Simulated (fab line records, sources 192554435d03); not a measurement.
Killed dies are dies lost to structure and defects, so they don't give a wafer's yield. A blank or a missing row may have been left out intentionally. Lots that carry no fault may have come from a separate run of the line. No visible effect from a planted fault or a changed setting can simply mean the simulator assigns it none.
fab line records	flow n5-finfet
record: lots: 7	wafers: 21
route steps=1938 shown BEOL_M6@1218 BEOL_M7@1273 BEOL_M8@1335 BEOL_M9@1404 BEOL_M10@1473
start-h: start of the lot's first displayed wafer, in hours after the record's first day	wait-h: hours elapsed since this lot's preceding step	" same as the row above	L1.1+2: one row covering several wafers at once	- no value present, or no start provided	* or withheld: withheld	< > ~ a bound
route shown NAME@n: names a module that has steps shown in the file, with the first one's number in the route	usual: mean/standard deviation taken from wafers without a fault	same: alike in all rows	chamber/n: place in a boat	sites: readings site by site	_std_site: standard deviation of those values	_edge_site: the outer-site mean with the inner-site mean subtracted	radius-mm: for every site, how far away it sits from the centre of the wafer	mask NAME#n: copy n	behind: the most recent tool/chamber to have shaped the wafer	hold: reason for holding the lot/hours on hold/outcome of the hold	device: transistor that didn't switch, given as n, p or np	end of line: at the end of the route, the tests of the same wafers	where a step has no rows: the recipe by itself	killed: dies lost to structure and defects at the first sort, not the wafer's yield	map: a wafer's dies, x killed, . not, _ none there
set.NAME: the setting as run; set.NAME@STEP: as run at that earlier step	model.NAME: the simulator's own value behind a step, which no gauge read
lots whose settings were changed on purpose; a table a step, a row a wafer
== steps ==
step: N5_BEOL_M6_COAT_63
recipe: resist: SOC	temp-c: 250	time-s: 60	spin-rpm: 1500	resist-thk-nm: 60
lot.wafer	tool	chamber	start-h	wait-h	set.spin-rpm	model.SOC_of_BEOL_M6_COAT_63.thk-nm
L075.1+3	litho-track-02	0	192.45	0.0	1500	60.2
L075.6	"	0	"	"	1644	57.6
L078.2+3	litho-track-02	0	202.62	0.0	1500	60
L078.6	"	0	"	"	1500	60.2
L081.4+5	litho-track-04	0	216.44	0.0	1500	60.2
L081.6	"	0	"	"	1500	60
L080.3	litho-track-02	0	222.69	2.7	1500	60
L080.5	"	0	"	"	1550	59
L080.6	"	0	"	"	1500	60.2
L082.2+6	litho-track-02	0	228.24	1.3	1500	60
L082.3	"	0	"	"	1500	59.8
L084.1+3+4	litho-track-02	0	237.60	0.0	1500	60
L091.2	litho-track-02	0	287.48	0.7	1598	58.2
L091.5	"	0	"	"	1598	58
L091.6	"	0	"	"	1598	58.4
step: N5_BEOL_M6_COAT_22
recipe: resist: CAR-EUV	spin-rpm: 1500	resist-thk-nm: 30
lot.wafer	tool	chamber	start-h	wait-h	set.spin-rpm	model.CAR-EUV_of_BEOL_M6_COAT_22.thk-nm
L075.1	litho-track-02	0	-	-	1500	30
L075.3+6	"	0	"	"	1333	31.8
L078.2+6	litho-track-02	0	-	-	1424	30.6
L078.3	"	0	"	"	1500	29.8
L081.4	litho-track-04	0	-	-	1500	29.8
L081.5	"	0	"	"	1362	31.4
L081.6	"	0	"	"	1500	30
L080.3	litho-track-02	0	-	-	1500	29.8
L080.5+6	"	0	"	"	1383	31
L082.2	litho-track-02	0	-	-	1500	30
L082.3+6	"	0	"	"	1419	30.8
L084.1+3+4	litho-track-02	0	-	-	1500	30
L091.2+6	litho-track-02	0	-	-	1500	29.8
L091.5	"	0	"	"	1446	30.4
step: N5_BEOL_M6_EBR_24
recipe: solvent: PGMEA	ebr-width-mm: 1.5
step: N5_BEOL_M6_SOFTBAKE_23
recipe: temp-c: 110	time-s: 60	resist: CAR-EUV
step: N5_BEOL_M6_ETCH_72
recipe: chemistry: N2/H2	target: underlayer	target-depth-a: 65	mask-material: CAR-EUV	time-s: 5.2	ion-energy-ev: 200	pressure-mtorr: 30	source-w: 840	bias-w: 150	n2-flow-sccm: 200	h2-flow-sccm: 200	ends: cleared
step: N5_BEOL_M6_ETCH_65
recipe: chemistry: CF4	target: SiARC	target-depth-a: 156	mask-material: CAR-EUV	time-s: 26	ion-energy-ev: 80	pressure-mtorr: 40	source-w: 545	bias-w: 36	Ar_flow_sccm: 100	cf4-flow-sccm: 100	ends: cleared
step: N5_BEOL_M6_ETCH_66
recipe: chemistry: N2/H2	target: SOC	target-depth-a: 800	overetch-a: 160	mask-material: SiARC	temp-c: 40	time-s: 120	ion-energy-ev: 200	pressure-mtorr: 30	source-w: 840	bias-w: 150	n2-flow-sccm: 200	h2-flow-sccm: 200
lot.wafer	tool	chamber	start-h	wait-h	set.spin-rpm@BEOL_M6_COAT_63	model.etch.depth-nm
L075.1	rie-diel-05	0	193.07	0.0	1500	60.18
L075.3	"	3	"	"	1500	60.24
L075.6	"	2	"	"	1644	57.51
L078.2	rie-diel-02	0	203.21	0.0	1500	60.06
L078.3	"	2	"	"	1500	60.04
L078.6	"	1	"	"	1500	60.19
L081.4	rie-diel-04	2	217.02	0.0	1500	60.25
L081.5	"	3	"	"	1500	60.11
L081.6	"	0	"	"	1500	60.06
L080.3	rie-diel-02	3	223.17	0.0	1500	59.99
L080.5	"	1	"	"	1550	58.96
L080.6	"	3	"	"	1500	60.1
L082.2+6	rie-diel-04	3,0	228.71	0.0	1500	59.97
L082.3	"	0	"	"	1500	59.86
L084.1	rie-diel-05	2	238.96	0.0	1500	59.93
L084.3	"	3	"	"	1500	59.95
L084.4	"	1	"	"	1500	59.94
L091.2	rie-diel-05	2	287.95	0.0	1598	58.15
L091.5	"	1	"	"	1598	58.05
L091.6	"	2	"	"	1598	58.31
step: N5_BEOL_M6_STRIP_69
recipe: chemistry: N2/H2	temp-c: 40	n2-flow-sccm: 200	h2-flow-sccm: 200	rf-frequency-hz: 6e+07
step: N5_BEOL_M6_STRIP_73
recipe: chemistry: N2/H2	temp-c: 40	n2-flow-sccm: 200	h2-flow-sccm: 200	rf-frequency-hz: 6e+07
step: N5_BEOL_M6_VIA_ETCH_34
recipe: chemistry: C4F6/O2	target: SiCOH_lowk	target-depth-a: 1263	mask-material: SOC	taper-deg: 4	time-s: 50.9	ion-energy-ev: 250	pressure-mtorr: 30	source-w: 345	bias-w: 185	Ar_flow_sccm: 300	C4F6_flow_sccm: 10	O2_flow_sccm: 10
lot.wafer	tool	chamber	start-h	wait-h	set.spin-rpm@BEOL_M6_COAT_63	model.SOC_of_BEOL_M6_COAT_63.thk-nm
L075.1	rie-diel-05	0	193.17	0.0	1500	53.8
L075.3	"	3	"	"	1500	54
L075.6	"	2	"	"	1644	51.6
L078.2+3+6	rie-diel-02	0,2,1	203.31	0.0	1500	54
L081.4	rie-diel-04	2	217.10	0.0	1500	54.4
L081.5+6	"	3,0	"	"	1500	54
L080.3	rie-diel-02	3	223.27	0.0	1500	54.2
L080.5	"	1	"	"	1550	52.8
L080.6	"	3	"	"	1500	54.4
L082.2+3+6	rie-diel-04	3,0,0	228.81	0.0	1500	53.8
L084.1+4	rie-diel-05	2,1	239.06	0.0	1500	54
L084.3	"	3	"	"	1500	53.8
L091.2+5+6	rie-diel-05	2,1,2	288.05	0.0	1598	52.2
step: N5_BEOL_M7_EXPOSE_08
recipe: mask-id: M7	na: 1.35	source-shape: dipole	sigma-inner: 0.817	sigma-outer: 0.97	polarization: te	dose-mj: 68.25
lot.wafer	tool	chamber	start-h	wait-h	mask	set.dose-mj
L075.1+6	arfi-scanner-02	0	197.85	-	M7#0	66.33
L075.3	"	0	"	"	M7#0	68.25
L078.2+6	arfi-scanner-02	0	210.86	-	M7#0	68.25
L078.3	"	0	"	"	M7#0	63.31
L081.4+5+6	arfi-scanner-02	0	224.00	-	M7#0	68.25
L080.3+5	arfi-scanner-01	0	228.29	-	M7#0	68.25
L080.6	"	0	"	"	M7#0	69.76
L082.2+3	arfi-scanner-01	0	235.25	-	M7#0	71.86
L082.6	"	0	"	"	M7#0	68.25
L084.1+3+4	arfi-scanner-03	0	246.42	-	M7#0	68.25
L091.2+5+6	arfi-scanner-01	0	293.45	-	M7#0	68.25
step: N5_BEOL_M7_PEB_09
recipe: peb-temp-c: withheld	peb-time-s: 60	resist: CAR-ArF
step: N5_BEOL_M7_DEVELOP_10
recipe: develop-time-s: 30	developer: TMAH	resist: CAR-ArF	rinse-liquid: diw	dry: air-spin	dev-temp-c: 23
step: N5_BEOL_M7_CD_MEAS_11
recipe: target-cd-nm: 38.5	landing-energy-ev: 500	detector: se-inlens	polarity: opening
usual: cd-nm: 38.5/0.51
lot.wafer	tool	chamber	start-h	wait-h	set.dose-mj@BEOL_M7_EXPOSE_08	cd-nm
L075.1	cd-sem-01	0	197.98	-	66.33	36.1
L075.3	"	0	"	"	68.25	38.3
L075.6	"	0	"	"	66.33	36.1
L078.2	cd-sem-01	0	210.98	-	68.25	38.5
L078.3	"	0	"	"	63.31	35.0
L078.6	"	0	"	"	68.25	38.3
L081.4	cd-sem-02	0	224.11	-	68.25	39.4
L081.5	"	0	"	"	68.25	39.0
L081.6	"	0	"	"	68.25	39.3
L080.3	cd-sem-02	0	228.41	-	68.25	38.5
L080.5	"	0	"	"	68.25	39.2
L080.6	"	0	"	"	69.76	39.6
L082.2	cd-sem-03	0	235.37	-	71.86	40.9
L082.3	"	0	"	"	71.86	42.0
L082.6	"	0	"	"	68.25	38.8
L084.1	cd-sem-01	0	246.55	-	68.25	39.3
L084.3	"	0	"	"	68.25	38.4
L084.4	"	0	"	"	68.25	38.5
L091.2	cd-sem-01	0	293.57	-	68.25	38.1
L091.5	"	0	"	"	68.25	37.8
L091.6	"	0	"	"	68.25	37.9
step: N5_BEOL_M7_ETCH_61
recipe: chemistry: CF4	target: SiARC	target-depth-a: 455	mask-material: CAR-ArF	time-s: 75.8	ion-energy-ev: 80	pressure-mtorr: 40	source-w: 545	bias-w: 36	Ar_flow_sccm: 100	cf4-flow-sccm: 100	ends: cleared
usual: etch-rf-on-time-s: 76.3/2.3	rf-vpp-V: 183.9/1.2
lot.wafer	tool	chamber	start-h	wait-h	set.source-w	set.dose-mj@BEOL_M7_EXPOSE_08	etch-rf-on-time-s	rf-vpp-V	model.BEOL_M7.cd-offset-nm
L075.1	rie-diel-03	3	198.13	0.0	570.1	66.33	70.2	181.3	-1.8
L075.3	"	0	"	"	545	68.25	77.3	184.7	-0.4
L075.6	"	1	"	"	545	66.33	75.3	183.5	-2
L078.2	rie-diel-01	0	211.10	0.0	545	68.25	77.6	183.2	1
L078.3	"	1	"	"	545	63.31	74.6	184.2	-3.6
L078.6	"	1	"	"	545	68.25	74.5	185.5	-0.4
L081.4	rie-diel-03	3	224.23	0.0	617	68.25	65.8	174.7	1.4
L081.5	"	1	"	"	545	68.25	75.4	182.7	0.6
L081.6	"	0	"	"	545	68.25	77.3	184.3	0.8
L080.3	rie-diel-03	3	228.54	0.0	626.8	68.25	65.5	174.6	0.4
L080.5	"	0	"	"	545	68.25	76.6	185.9	0.8
L080.6	"	1	"	"	545	69.76	76.4	181.8	1.6
L082.2	rie-diel-06	2	235.49	0.0	505.2	71.86	77.6	188.2	2.4
L082.3	"	0	"	"	545	71.86	72.9	181.4	2.8
L082.6	"	0	"	"	505.2	68.25	78.1	187.0	-0.4
L084.1	rie-diel-03	2	246.72	0.0	545	68.25	80.1	185.5	1.2
L084.3	"	0	"	"	545	68.25	77.0	183.0	-0.2
L084.4	"	1	"	"	545	68.25	75.8	181.5	0.2
L091.2	rie-diel-01	3	293.69	0.0	545	68.25	75.6	183.9	-0.2
L091.5	"	1	"	"	545	68.25	74.3	184.2	0
L091.6	"	3	"	"	545	68.25	76.3	184.3	0.4
step: N5_BEOL_M7_ETCH_62
recipe: chemistry: N2/H2	target: SOC	target-depth-a: 1100	overetch-a: 220	mask-material: SiARC	temp-c: 40	time-s: 165	ion-energy-ev: 200	pressure-mtorr: 30	source-w: 840	bias-w: 150	n2-flow-sccm: 200	h2-flow-sccm: 200
step: N5_BEOL_M7_STRIP_68
recipe: chemistry: N2/H2	temp-c: 40	n2-flow-sccm: 200	h2-flow-sccm: 200	rf-frequency-hz: 6e+07
step: N5_BEOL_M7_HM_OPEN_17
recipe: chemistry: Cl2/BCl3	target-depth-a: 200	overetch-a: 60	target: TiN	mask-material: SOC	ion-energy-ev: 150	pressure-mtorr: 10	icp-w: 1000	bias-w: 126	Cl2_flow_sccm: 53.25	bcl3-flow-sccm: 21.75	Ar_flow_sccm: 25
step: N5_BEOL_M7_STRIP_19
recipe: chemistry: O2	power-w: 400	temp-c: 40	pressure-mtorr: 30	rf-frequency-hz: 6e+07	bias-power-w: 0	overash-fraction: 0.2	o2-flow-sccm: 225
step: N5_BEOL_M7_CD_MEAS_18
recipe: pitch-nm: 80	target-cd-nm: 40
usual: cd-nm: 40.0/0.73
lot.wafer	tool	chamber	start-h	wait-h	set.dose-mj@BEOL_M7_EXPOSE_08	cd-nm
L075.1	cd-sem-03	-	198.64	0.0	66.33	37.7
L075.3	"	-	"	"	68.25	39.0
L075.6	"	-	"	"	66.33	38.5
L078.2	cd-sem-03	-	211.53	0.1	68.25	40.9
L078.3	"	-	"	"	63.31	36.3
L078.6	"	-	"	"	68.25	39.6
L081.4	cd-sem-03	-	224.75	0.1	68.25	41.4
L081.5	"	-	"	"	68.25	41.3
L081.6	"	-	"	"	68.25	40.0
L080.3	cd-sem-01	-	228.97	0.1	68.25	40.5
L080.5	"	-	"	"	68.25	40.1
L080.6	"	-	"	"	69.76	42.2
L082.2	cd-sem-02	-	235.92	0.1	71.86	42.8
L082.3	"	-	"	"	71.86	43.2
L082.6	"	-	"	"	68.25	40.0
L084.1	cd-sem-01	-	247.17	0.0	68.25	40.9
L084.3	"	-	"	"	68.25	39.5
L084.4	"	-	"	"	68.25	40.4
L091.2	cd-sem-03	-	294.12	0.1	68.25	40.1
L091.5	"	-	"	"	68.25	39.9
L091.6	"	-	"	"	68.25	40.7
step: N5_BEOL_M7_COAT_63
recipe: resist: SOC	temp-c: 250	time-s: 60	spin-rpm: 1500	resist-thk-nm: 60
step: N5_BEOL_M7_COAT_64
recipe: resist: SiARC	temp-c: 220	time-s: 60	spin-rpm: 1500	resist-thk-nm: 12
step: N5_BEOL_M7_PRECLEAN_42
recipe: chemistry: residue-remover	time-s: 60	temp-c: 40
step: N5_BEOL_M7_SRD_43
recipe: time-s: 30	temp-c: 23	rinse-liquid: diw	dry: ipa-marangoni
step: N5_BEOL_M7_CD_MEAS_35
recipe: target-cd-nm: 40	polarity: opening
usual: cd-nm: 40.0/0.73
lot.wafer	tool	chamber	start-h	wait-h	set.dose-mj@BEOL_M7_EXPOSE_08	cd-nm
L075.1	cd-sem-02	-	200.08	0.0	66.33	37.4
L075.3	"	-	"	"	68.25	39.2
L075.6	"	-	"	"	66.33	38.2
L078.2	cd-sem-03	-	212.58	0.0	68.25	40.7
L078.3	"	-	"	"	63.31	36.4
L078.6	"	-	"	"	68.25	39.7
L081.4	cd-sem-03	-	225.76	0.0	68.25	41.4
L081.5	"	-	"	"	68.25	41.0
L081.6	"	-	"	"	68.25	40.2
L080.3	cd-sem-03	-	231.69	0.0	68.25	40.8
L080.5	"	-	"	"	68.25	40.2
L080.6	"	-	"	"	69.76	41.8
L082.2	cd-sem-01	-	238.66	0.0	71.86	42.2
L082.3	"	-	"	"	71.86	43.3
L082.6	"	-	"	"	68.25	40.3
L084.1	cd-sem-01	-	250.42	0.0	68.25	41.0
L084.3	"	-	"	"	68.25	40.0
L084.4	"	-	"	"	68.25	40.5
L091.2	cd-sem-02	-	296.27	0.0	68.25	39.6
L091.5	"	-	"	"	68.25	39.7
L091.6	"	-	"	"	68.25	40.6
step: N5_BEOL_M7_DEP_56
recipe: material: SiCN	target-thk-a: 100	temp-c: withheld	precursor: 3MS/NH3	pressure-torr: 3	rf-w: 202	time-s: 17.5
lot.wafer	tool	chamber	start-h	wait-h	set.time-s	model.SiCN_of_BEOL_M7_DEP_56.thk-nm
L075.1	pecvd-01	1	202.53	0.0	18.42	10.2
L075.3	"	0	"	"	17.5	10
L075.6	"	1	"	"	18.42	10.4
L078.2	pecvd-01	1	216.28	0.0	20.01	11.4
L078.3	"	0	"	"	17.5	10
L078.6	"	0	"	"	20.01	11.6
L081.4	pecvd-02	1	227.75	0.0	17.5	10
L081.5	"	2	"	"	19.61	11.4
L081.6	"	0	"	"	17.5	9.8
L080.3	pecvd-04	0	234.18	0.0	15.4	8.4
L080.5	"	1	"	"	15.4	9
L080.6	"	2	"	"	17.5	10
L082.2	pecvd-04	0	240.89	0.0	17.5	9.8
L082.3	"	2	"	"	18.92	10.6
L082.6	"	0	"	"	18.92	10.8
L084.1	pecvd-01	2	256.85	0.0	17.5	9.6
L084.3+4	"	0,1	"	"	17.5	9.8
L091.2	pecvd-04	2	298.38	0.0	17.5	9.8
L091.5+6	"	1,2	"	"	17.5	10
step: N5_BEOL_M8_PECVD_70
recipe: material: SiO2	target-thk-a: 200	temp-c: 400	precursor: TEOS/O2	pressure-torr: 5.5	rf-w: 450	teos-flow-sccm: 53.8	gas: O2	flow-sccm: 3000	time-s: 22.7
lot.wafer	tool	chamber	start-h	wait-h	set.temp-c	model.SiO2_of_BEOL_M8_PECVD_70.thk-nm
L075.1	pecvd-02	0	203.30	0.0	400	19.6
L075.3	"	1	"	"	415.7	17.6
L075.6	"	2	"	"	415.7	17.8
L078.2	pecvd-02	0	217.04	0.0	400	19.8
L078.3	"	1	"	"	400	19.4
L078.6	"	0	"	"	388.8	21.4
L081.4+5+6	pecvd-02	1,0,2	228.49	0.1	400	20
L080.3	pecvd-04	0	234.93	0.0	400	19.4
L080.5	"	2	"	"	400	20.4
L080.6	"	0	"	"	400	19.8
L082.2+3	pecvd-03	0,2	241.65	0.0	405.9	19.2
L082.6	"	1	"	"	400	20.4
L084.1+3	pecvd-02	0,1	257.59	0.0	400	19.2
L084.4	"	0	"	"	400	19.8
L091.2	pecvd-02	2	299.38	0.0	400	19.8
L091.5	"	2	"	"	408.9	19
L091.6	"	0	"	"	408.9	18.4
step: N5_BEOL_M8_HM_DEP_02
recipe: material: TiN	target-thk-a: 200	temp-c: 25	chamber-pressure-pa: 0.49996
step: N5_BEOL_M8_COAT_59
recipe: resist: SOC	temp-c: 250	time-s: 60	spin-rpm: 1500	resist-thk-nm: 100
step: N5_BEOL_M8_STRIP_80
recipe: chemistry: N2/H2	time-s: 10	power-w: 450	temp-c: 40	pressure-mtorr: 20	rf-frequency-hz: 6e+07	bias-power-w: 7	n2-flow-sccm: 200	h2-flow-sccm: 200
step: N5_BEOL_M8_HM_STRIP_39
recipe: chemistry: peroxide-tin-strip	material: TiN	target-depth-a: 250	temp-c: 50	time-s: 158
lot.wafer	tool	chamber	start-h	wait-h	set.temp-c@BEOL_M8_PECVD_70	model.SiO2_of_BEOL_M8_PECVD_70.thk-nm
L075.1	wet-bench-06	5	206.60	0.0	400	19.4
L075.3+6	"	0,1	"	"	415.7	17.6
L078.2	wet-bench-04	3	223.60	0.0	400	19.6
L078.3	"	2	"	"	400	19.4
L078.6	"	7	"	"	388.8	21.2
L081.4+5+6	wet-bench-03	5,0,1	232.61	0.0	400	19.8
L080.3	wet-bench-03	0	238.94	0.0	400	19.2
L080.5	"	6	"	"	400	20.2
L080.6	"	3	"	"	400	19.6
L082.2+3	wet-bench-06	1,4	247.60	0.0	405.9	19
L082.6	"	5	"	"	400	20.2
L084.1	wet-bench-03	5	261.67	0.0	400	19.2
L084.3	"	4	"	"	400	19
L084.4	"	7	"	"	400	19.6
L091.2	wet-bench-03	0	303.37	0.0	400	19.6
L091.5	"	4	"	"	408.9	18.8
L091.6	"	7	"	"	408.9	18.2
step: N5_BEOL_M9_PECVD_70
recipe: material: SiO2	target-thk-a: 200	temp-c: 400	precursor: TEOS/O2	pressure-torr: 5.5	rf-w: 450	teos-flow-sccm: 53.8	gas: O2	flow-sccm: 3000	time-s: 22.7
lot.wafer	tool	chamber	start-h	wait-h	set.time-s	model.SiO2_of_BEOL_M9_PECVD_70.thk-nm
L075.1	pecvd-01	0	211.25	0.0	22.7	19.8
L075.3	"	1	"	"	22.7	20.2
L075.6	"	1	"	"	22.7	20.8
L078.2+3	pecvd-01	0,1	227.73	0.0	22.7	19.8
L078.6	"	2	"	"	21.83	19.4
L081.4+5	pecvd-01	0,1	236.77	0.1	24.64	21.4
L081.6	"	2	"	"	22.7	19.8
L080.3	pecvd-02	1	243.15	0.0	22.7	20
L080.5	"	1	"	"	21.35	19.2
L080.6	"	2	"	"	22.7	20.2
L082.2	pecvd-01	1	252.40	0.0	22.7	20
L082.3	"	0	"	"	25.19	21.4
L082.6	"	0	"	"	25.19	22
L084.1	pecvd-02	2	265.32	0.0	22.7	20.4
L084.3+4	"	0,1	"	"	22.7	20
L091.2	pecvd-03	1	306.66	0.0	21.16	19
L091.5	"	1	"	"	22.7	20.6
L091.6	"	2	"	"	22.7	20.2
step: N5_BEOL_M10_PECVD_70
recipe: material: SiO2	target-thk-a: 200	temp-c: 400	precursor: TEOS/O2	pressure-torr: 5.5	rf-w: 450	teos-flow-sccm: 53.8	gas: O2	flow-sccm: 3000	time-s: 22.7
lot.wafer	tool	chamber	start-h	wait-h	set.time-s	model.SiO2_of_BEOL_M10_PECVD_70.thk-nm
L075.1	pecvd-04	0	217.91	0.0	22.7	19.8
L075.3	"	2	"	"	20.69	17.8
L075.6	"	2	"	"	20.69	18
L078.2	pecvd-03	2	234.43	0.0	24.85	21.6
L078.3	"	0	"	"	22.7	19.8
L078.6	"	1	"	"	24.85	22.2
L081.4	pecvd-03	1	244.17	0.1	22.7	20.2
L081.5	"	0	"	"	25.57	22.4
L081.6	"	2	"	"	22.7	20
L080.3	pecvd-01	2	253.79	0.0	22.7	20.4
L080.5	"	1	"	"	21.11	18.4
L080.6	"	2	"	"	22.7	20.6
L082.2	pecvd-03	0	262.59	0.0	22.7	19.6
L082.3	"	2	"	"	22.7	20
L082.6	"	1	"	"	24.62	21.8
L084.1+3	pecvd-03	2,1	272.89	0.0	22.7	19.8
L084.4	"	2	"	"	22.7	20.2
L091.2	pecvd-03	2	316.28	0.0	23.65	20.6
L091.5+6	"	2,1	"	"	23.65	21
step: N5_BEOL_M10_COAT_64
recipe: resist: SiARC	temp-c: 220	time-s: 60	spin-rpm: 1500	resist-thk-nm: 30
lot.wafer	tool	chamber	start-h	wait-h	set.spin-rpm	model.SiARC_of_BEOL_M10_COAT_64.thk-nm
L075.1	litho-track-01	0	-	-	1500	29.8
L075.3	"	0	"	"	1373	31.4
L075.6	"	0	"	"	1500	30
L078.2	litho-track-04	0	-	-	1500	30
L078.3	"	0	"	"	1500	29.8
L078.6	"	0	"	"	1348	31.6
L081.4	litho-track-04	0	-	-	1500	30
L081.5	"	0	"	"	1661	28.4
L081.6	"	0	"	"	1661	28.6
L080.3+5	litho-track-01	0	-	-	1580	29.2
L080.6	"	0	"	"	1500	30
L082.2	litho-track-01	0	-	-	1342	31.6
L082.3+6	"	0	"	"	1500	30
L084.1	litho-track-04	0	-	-	1500	29.8
L084.3+4	"	0	"	"	1500	30
L091.2	litho-track-04	0	-	-	1500	30
L091.5	"	0	"	"	1558	29.6
L091.6	"	0	"	"	1558	29.4
== key ==
split: step: N5_BEOL_M6_COAT_63	setting: spin-rpm	stated: 1500	by: wafer
response: step: N5_BEOL_M6_COAT_63	reading: model.SOC_of_BEOL_M6_COAT_63.thk-nm	change: -0.277	per: 1%	r: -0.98
response: step: N5_BEOL_M6_ETCH_66	reading: model.etch.depth-nm	change: -0.286	per: 1%	r: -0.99
response: step: N5_BEOL_M6_VIA_ETCH_34	reading: model.SOC_of_BEOL_M6_COAT_63.thk-nm	change: -0.262	per: 1%	r: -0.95
split: step: N5_BEOL_M6_COAT_22	setting: spin-rpm	stated: 1500	by: wafer
response: step: N5_BEOL_M6_COAT_22	reading: model.CAR-EUV_of_BEOL_M6_COAT_22.thk-nm	change: -0.159	per: 1%	r: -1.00
split: step: N5_BEOL_M7_EXPOSE_08	setting: dose-mj	stated: 68.25	by: wafer
response: step: N5_BEOL_M7_CD_MEAS_11	reading: cd-nm	change: +0.502	per: 1%	r: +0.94
response: step: N5_BEOL_M7_ETCH_61	reading: model.BEOL_M7.cd-offset-nm	change: +0.542	per: 1%	r: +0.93
response: step: N5_BEOL_M7_CD_MEAS_18	reading: cd-nm	change: +0.553	per: 1%	r: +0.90
response: step: N5_BEOL_M7_CD_MEAS_35	reading: cd-nm	change: +0.508	per: 1%	r: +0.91
split: step: N5_BEOL_M7_ETCH_61	setting: source-w	stated: 545	by: wafer
response: step: N5_BEOL_M7_ETCH_61	reading: etch-rf-on-time-s	change: *	per: 1%	r: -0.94
response: step: N5_BEOL_M7_ETCH_61	reading: rf-vpp-V	change: -0.659	per: 1%	r: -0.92
split: step: N5_BEOL_M7_DEP_56	setting: time-s	stated: 17.5	by: wafer
response: step: N5_BEOL_M7_DEP_56	reading: model.SiCN_of_BEOL_M7_DEP_56.thk-nm	change: +0.109	per: 1%	r: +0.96
split: step: N5_BEOL_M8_PECVD_70	setting: temp-c	stated: 400	by: wafer
response: step: N5_BEOL_M8_PECVD_70	reading: model.SiO2_of_BEOL_M8_PECVD_70.thk-nm	change: -0.55	per: 1%	r: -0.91
response: step: N5_BEOL_M8_HM_STRIP_39	reading: model.SiO2_of_BEOL_M8_PECVD_70.thk-nm	change: -0.528	per: 1%	r: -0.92
split: step: N5_BEOL_M9_PECVD_70	setting: time-s	stated: 22.7	by: wafer
response: step: N5_BEOL_M9_PECVD_70	reading: model.SiO2_of_BEOL_M9_PECVD_70.thk-nm	change: +0.168	per: 1%	r: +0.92
split: step: N5_BEOL_M10_PECVD_70	setting: time-s	stated: 22.7	by: wafer
response: step: N5_BEOL_M10_PECVD_70	reading: model.SiO2_of_BEOL_M10_PECVD_70.thk-nm	change: +0.217	per: 1%	r: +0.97
split: step: N5_BEOL_M10_COAT_64	setting: spin-rpm	stated: 1500	by: wafer
response: step: N5_BEOL_M10_COAT_64	reading: model.SiARC_of_BEOL_M10_COAT_64.thk-nm	change: -0.156	per: 1%	r: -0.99
